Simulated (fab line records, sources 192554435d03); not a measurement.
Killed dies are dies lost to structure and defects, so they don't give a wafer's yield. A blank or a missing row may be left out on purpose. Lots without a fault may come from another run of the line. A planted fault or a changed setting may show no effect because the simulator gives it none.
Which tool did it? | flow n5_finfet | 10 lots, 30 wafers sampled, at 5 steps of a route of 1938

WHAT THE GAUGES READ, wafer by wafer
N5_BEOL_M4_RC_MEAS_101. Usual: DIBL_N 36.1 mV/V, standard deviation 2.3; DIBL_P 36 mV/V, standard deviation 3.2; IOFF_N 0.16 nA/um, standard deviation 0.045; IOFF_P 0.21 nA/um, standard deviation 0.049; ION_N 674 uA/um, standard deviation 14; ION_P 462 uA/um, standard deviation 8.4; SS_N 71.6 mV/dec, standard deviation 0.83; SS_P 73.2 mV/dec, standard deviation 0.87; VT_N 249 mV, standard deviation 3.8; VT_P -250 mV, standard deviation 3.4.
lot  | measured     | on        | DIBL_N (mV/V)  | DIBL_P (mV/V) | IOFF_N (nA/um) | IOFF_P (nA/um) | ION_N (uA/um) | ION_P (uA/um) | SS_N (mV/dec)  | SS_P (mV/dec)  | VT_N (mV)   | VT_P (mV)      | flag
L737 | day 11 20:04 | prober-01 | 39.1 38.2 36.7 | 42 40 39      | 0.22 0.20 0.19 | 0.29 0.26 0.26 | 686 679 695   | 468 465 481   | 72.3 72.0 71.3 | 74.4 73.7 73.7 | 246 248 244 | -246 -246 -246 |
L740 | day 12 13:42 | prober-02 | 35.9 31.9 35.3 | 36 31 34      | 0.16 0.10 0.16 | 0.18 0.13 0.17 | 671 663 670   | 449 451 453   | 71.5 69.7 70.8 | 74.0 72.0 72.7 | 248 252 246 | -250 -256 -255 |
L744 | day 13 15:51 | prober-01 | 33.8 34.2 34.2 | 34 34 34      | 0.16 0.14 0.15 | 0.22 0.21 0.21 | 667 662 684   | 462 460 474   | 71.5 71.5 71.1 | 73.0 72.4 73.1 | 248 250 248 | -248 -249 -249 |
L741 | day 13 23:03 | prober-02 | 37.8 42.2 36.9 | 38 44 37      | 0.18 0.31 0.17 | 0.23 0.34 0.22 | 684 692 694   | 470 471 468   | 72.6 73.7 71.5 | 73.9 76.2 73.5 | 251 243 246 | -250 -247 -250 |
L746 | day 13 09:17 | prober-02 | 34.9 35.4 34.2 | 35 33 33      | 0.13 0.13 0.11 | 0.20 0.17 0.15 | 682 662 648   | 472 458 444   | 71.0 71.3 70.2 | 73.2 72.0 72.0 | 253 251 257 | -250 -255 -256 |
L745 | day 14 05:34 | prober-02 | 35.8 35.1 37.7 | 34 34 37      | 0.12 0.13 0.16 | 0.21 0.20 0.25 | 652 662 675   | 457 464 465   | 71.0 71.3 71.9 | 73.4 71.6 73.4 | 254 251 251 | -251 -249 -247 |
L752 | day 15 19:40 | prober-02 | 36.0 34.3 38.8 | 35 33 39      | 0.16 0.15 0.24 | 0.22 0.20 0.29 | 669 670 688   | 460 459 464   | 71.3 71.2 72.0 | 72.8 72.3 73.4 | 248 248 243 | -247 -248 -247 |
L754 | day 15 22:50 | prober-02 | 37.6 39.2 36.5 | 38 41 37      | 0.17 0.21 0.15 | 0.20 0.28 0.20 | 673 674 675   | 458 466 462   | 71.3 72.2 71.2 | 73.8 75.1 73.9 | 248 249 248 | -252 -249 -254 |
L753 | day 17 04:29 | prober-01 | 35.1 36.6 35.3 | 37 38 37      | 0.15 0.19 0.15 | 0.23 0.23 0.21 | 659 682 665   | 460 457 454   | 71.3 72.4 71.9 | 73.8 73.2 73.4 | 250 248 252 | -250 -250 -250 |
L755 | day 17 04:50 | prober-02 | 40.9 40.3 39.2 | 44 43 41      | 0.28 0.30 0.26 | 0.38 0.36 0.31 | 686 695 685   | 469 472 464   | 73.0 72.4 72.8 | 75.4 74.8 75.0 | 241 239 243 | -241 -240 -243 |

WHICH TOOL RAN EACH LOT (tool, then ch and the chambers of the sampled wafers, then the start)
lot  | N5_BEOL_M2_PRE_CLEAN_45      | N5_BEOL_M2_SPUTTER_48        | N5_BEOL_M2_SPUTTER_81        | N5_BEOL_M2_ANNEAL_91
L737 | pvd_sputter-03, day 8 15:56  | pvd_sputter-02, day 8 16:38  | pvd_sputter-02, day 8 17:04  | pvd_sputter-02, day 8 17:49
L740 | pvd_sputter-02, day 9 18:54  | pvd_sputter-01, day 9 20:32  | pvd_sputter-01, day 9 20:58  | pvd_sputter-01, day 9 21:43
L744 | pvd_sputter-02, day 9 23:06  | pvd_sputter-01, day 10 01:31 | pvd_sputter-01, day 10 01:57 | pvd_sputter-01, day 10 02:41
L741 | pvd_sputter-02, day 10 02:34 | pvd_sputter-01, day 10 03:21 | pvd_sputter-01, day 10 03:47 | pvd_sputter-01, day 10 04:32
L746 | pvd_sputter-02, day 10 05:08 | pvd_sputter-02, day 10 05:49 | pvd_sputter-02, day 10 06:16 | pvd_sputter-02, day 10 07:00
L745 | pvd_sputter-01, day 11 10:44 | pvd_sputter-02, day 11 13:02 | pvd_sputter-02, day 11 13:29 | pvd_sputter-02, day 11 14:13
L752 | pvd_sputter-01, day 13 01:56 | pvd_sputter-02, day 13 02:34 | pvd_sputter-02, day 13 03:00 | pvd_sputter-02, day 13 03:44
L754 | pvd_sputter-02, day 13 12:41 | pvd_sputter-02, day 13 14:50 | pvd_sputter-02, day 13 15:18 | pvd_sputter-02, day 13 16:07
L753 | pvd_sputter-03, day 13 16:37 | pvd_sputter-02, day 13 17:18 | pvd_sputter-02, day 13 17:46 | pvd_sputter-02, day 13 18:33
L755 | pvd_sputter-02, day 14 05:49 | pvd_sputter-02, day 14 06:29 | pvd_sputter-02, day 14 06:56 | pvd_sputter-02, day 14 07:40
- N5_BEOL_M2_PRE_CLEAN_45: time 30 s.
- N5_BEOL_M2_SPUTTER_48: material Cu, target thk 4.5 nm, time 8.29 s.
- N5_BEOL_M2_SPUTTER_81: material Cu, target thk 4.5 nm, time 8.29 s.
- N5_BEOL_M2_ANNEAL_91: time 240 s.

WHAT THE TOOLS THEMSELVES READ (means of the sampled wafers that have a number; where no wafer has one, the mark that the record gives instead)
N5_BEOL_M2_PRE_CLEAN_45. Usual: heater_power_w 311 W, standard deviation 27.
lot  | tool           | heater_power_w (W) | flag
L737 | pvd_sputter-03 | 308                |
L740 | pvd_sputter-02 | 316                |
L744 | pvd_sputter-02 | 312                |
L741 | pvd_sputter-02 | 292                |
L746 | pvd_sputter-02 | 306                |
L745 | pvd_sputter-01 | 323                |
L752 | pvd_sputter-01 | 344                |
L754 | pvd_sputter-02 | 291                |
L753 | pvd_sputter-03 | 318                |
L755 | pvd_sputter-02 | 294                |

N5_BEOL_M2_SPUTTER_48. Usual: chamber_pressure_pa 0.07 Pa, standard deviation 0.00014; chuck_gas_flow_sccm 1.26 sccm, standard deviation 0.051; throttle_valve_pct 29.9 %, standard deviation 0.63.
lot  | tool           | chamber_pressure_pa (Pa) | chuck_gas_flow_sccm (sccm) | throttle_valve_pct (%) | flag
L737 | pvd_sputter-02 | 0.07                     | 1.23                       | 29.7                   |
L740 | pvd_sputter-01 | 0.07                     | 1.29                       | 30.1                   |
L744 | pvd_sputter-01 | 0.07                     | 1.24                       | 30.5                   |
L741 | pvd_sputter-01 | 0.07                     | 1.28                       | 30.2                   |
L746 | pvd_sputter-02 | 0.07                     | 1.32                       | 29.7                   |
L745 | pvd_sputter-02 | 0.07                     | 1.26                       | 29.9                   |
L752 | pvd_sputter-02 | 0.07                     | 1.27                       | 30.1                   |
L754 | pvd_sputter-02 | 0.07                     | 1.24                       | 29.8                   |
L753 | pvd_sputter-02 | 0.07                     | 1.26                       | 30.0                   |
L755 | pvd_sputter-02 | 0.07                     | 1.28                       | 29.8                   |

N5_BEOL_M2_SPUTTER_81. Usual: chamber_pressure_pa 0.06998 Pa, standard deviation 0.00015; chuck_gas_flow_sccm 1.27 sccm, standard deviation 0.051; throttle_valve_pct 29.9 %, standard deviation 0.62.
lot  | tool           | chamber_pressure_pa (Pa) | chuck_gas_flow_sccm (sccm) | throttle_valve_pct (%) | flag
L737 | pvd_sputter-02 | 0.06992                  | 1.31                       | 29.7                   |
L740 | pvd_sputter-01 | 0.07003                  | 1.27                       | 30.1                   |
L744 | pvd_sputter-01 | -                        | -                          | -                      | OFF
L741 | pvd_sputter-01 | -                        | -                          | -                      | OFF
L746 | pvd_sputter-02 | -                        | -                          | -                      | OFF
L745 | pvd_sputter-02 | 0.06993                  | 1.25                       | 29.9                   |
L752 | pvd_sputter-02 | 0.06991                  | 1.30                       | 29.9                   |
L754 | pvd_sputter-02 | 0.07011                  | 1.27                       | 30.0                   |
L753 | pvd_sputter-02 | 0.07014                  | 1.29                       | 29.9                   |
L755 | pvd_sputter-02 | 0.06997                  | 1.30                       | 29.9                   |

N5_BEOL_M2_ANNEAL_91. Usual: heater_power_w 781 W, standard deviation 75.
lot  | tool           | heater_power_w (W) | flag
L737 | pvd_sputter-02 | 716                |
L740 | pvd_sputter-01 | 820                |
L744 | pvd_sputter-01 | 757                |
L741 | pvd_sputter-01 | 824                |
L746 | pvd_sputter-02 | 722                |
L745 | pvd_sputter-02 | 782                |
L752 | pvd_sputter-02 | 773                |
L754 | pvd_sputter-02 | 754                |
L753 | pvd_sputter-02 | 744                |
L755 | pvd_sputter-02 | 783                |

THE ANSWER, worked out from the rows above alone
Rule: a lot is off if the mean of its wafers that have a number lies more than 3 standard deviations from the usual mean. A lot without any number at a reading at which 4 lots or more have one is off too. The other lots that the step has rows for count as sound. The gauges are gone through in route order, then the tools' own readings, and for those a lot's mean is taken as printed above. The first step at which some lot is off is used, and at that step the reading that is off furthest; a lot without a number counts as furthest.
Off: L744, L741, L746, at N5_BEOL_M2_SPUTTER_81 (chamber_pressure_pa). Without a number there: L744, L741, L746.
A tool fits if, at that step or a process step before it, it ran every lot that is off, and no sound lot after the first of them. None of those tried fits.

WHAT THE SIMULATOR HAD PUT IN
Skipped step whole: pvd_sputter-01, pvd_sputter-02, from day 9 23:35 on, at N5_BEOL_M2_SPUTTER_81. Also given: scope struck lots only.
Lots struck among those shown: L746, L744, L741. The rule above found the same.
